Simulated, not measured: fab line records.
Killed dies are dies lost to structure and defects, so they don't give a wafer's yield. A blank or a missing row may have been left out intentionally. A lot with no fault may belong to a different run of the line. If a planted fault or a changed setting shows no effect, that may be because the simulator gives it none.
Split-lot study | flow n5 finfet | 7 lots, 21 wafers read, on a route of 1938 steps

ON THE SPLIT
At N5_SD_EPI_N_ETCH_35 (etches SOC in N2/H2, overetch 108 nm, time 486 s), the setting source w was moved away from the recipe's 3000 W on 7 of the 21 wafers read, by -14.7% to +16.8%. The other wafers ran this setting at the recipe's value.

The reading comes from the split's own step.

THE READING
rf vpp V, in V, at N5_SD_EPI_N_ETCH_35 (etches SOC in N2/H2, overetch 108 nm, time 486 s). Fault-free wafers of this fab line usually give 240.6 V, standard deviation 1.3 V.

wafer  | tool, chamber at the split | source w as run, W | against the recipe | rf vpp V, V | against lot-mates on the recipe
L076.2 | rie diel-04, 1             | 3000               | recipe             | 242.9       | -
L076.3 | rie diel-04, 2             | 3000               | recipe             | 240.1       | -
L076.4 | rie diel-04, 3             | 2560               | -14.7%             | 253.7       | +12.2
L078.1 | rie diel-02, 2             | 3000               | recipe             | 240.4       | -
L078.4 | rie diel-02, 3             | 3000               | recipe             | 238.0       | -
L078.6 | rie diel-02, 3             | 3000               | recipe             | 237.5       | -
L079.1 | rie diel-03, 2             | 3505               | +16.8%             | 228.0       | -13.9
L079.2 | rie diel-03, 3             | 3000               | recipe             | 241.8       | -
L079.4 | rie diel-03, 2             | 3000               | recipe             | 242.1       | -
L084.1 | rie diel-04, 3             | 3398               | +13.3%             | 230.6       | -8.0
L084.3 | rie diel-04, 2             | 3398               | +13.3%             | 231.5       | -7.1
L084.6 | rie diel-04, 2             | 3000               | recipe             | 238.6       | -
L087.1 | rie diel-04, 3             | 3000               | recipe             | 239.1       | -
L087.4 | rie diel-04, 0             | 3218               | +7.3%              | 235.5       | -3.6
L087.5 | rie diel-04, 3             | 3218               | +7.3%              | 234.6       | -4.5
L088.1 | rie diel-04, 3             | 3000               | recipe             | 238.0       | -
L088.5 | rie diel-04, 1             | 3000               | recipe             | 241.8       | -
L088.6 | rie diel-04, 0             | 3000               | recipe             | 240.1       | -
L090.3 | rie diel-04, 3             | 2659               | -11.4%             | 251.8       | +11.8
L090.5 | rie diel-04, 1             | 3000               | recipe             | 239.9       | -
L090.6 | rie diel-04, 3             | 3000               | recipe             | 240.1       | -

THE FIT
A straight line over all 21 wafers: rf vpp V changes by -0.796 V for each +1% of source w; r = -0.96; the points scatter about the line by 1.6 V.
The same after taking each lot's own level away (the mean of its wafers on the recipe; 21 wafers): -0.759 V for each +1%; r = -0.97; scatter 1.5 V.
The reading moves by 13 V for the largest change in source w, on that fit.
From 238.60 to 241.95 V: that is the span of the lots' own levels, equal to 2.6 times the standard deviation above.
Hence the lot-to-lot level has little effect on the slope; both slopes agree.
Check: with one of the wafers moved furthest among these (+16.8%) left out of the fit, the line predicts -11.6 V for it against its lot-mates. It came out at -13.9 V against them.
Tool readings at the split's step, against how far the setting was moved: rf vpp V r = -0.96.

FURTHER SPLITS ON THESE WAFERS
Other splits were also applied to these wafers ahead of the reading. Each is held against what the fit with the lots' levels taken away leaves over:
other split on the same wafers            | wafers away from the commonest value | r with rf vpp V (lot level and that fit taken away)
N5_WELL_APT_EXPOSE_22 dose mj             | 4                                    | +0.38
N5_WELL_APT_PEB_23 peb time s             | 10                                   | +0.09
N5_PMOS_HMC_CHANNEL_EPI_PEB_07 peb time s | 5                                    | +0.10
N5_FIN_SAQP_SPACER1_ALD_24 ald cycles     | 6                                    | -0.24
N5_SD_EPI_N_COAT_33 spin rpm              | 5                                    | +0.08

THE WHOLE CHAIN: every reading that the file lists as answering this split, in the file's order
step                | what it does                                     | reading                                                                           | change (the file's fit)                                                                 | r (the file's)
N5_SD_EPI_N_ETCH_35 | etches SOC in N2/H2, overetch 108 nm, time 486 s | rf vpp V                                                                          | -0.793 V for each +1% of the setting                                                    | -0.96
N5_SD_EPI_N_ETCH_35 | etches SOC in N2/H2, overetch 108 nm, time 486 s | SiARC_of_SD_EPI_N_COAT_33.thk nm (the simulator's own value, which no gauge read) | -0.127 nm for each +1% of the setting, in a fit together with spin rpm@SD_EPI_N_COAT_33 | 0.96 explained

FILE'S OWN FIT
rf vpp V changes by -0.793 V for each +1% of source w, r = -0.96.
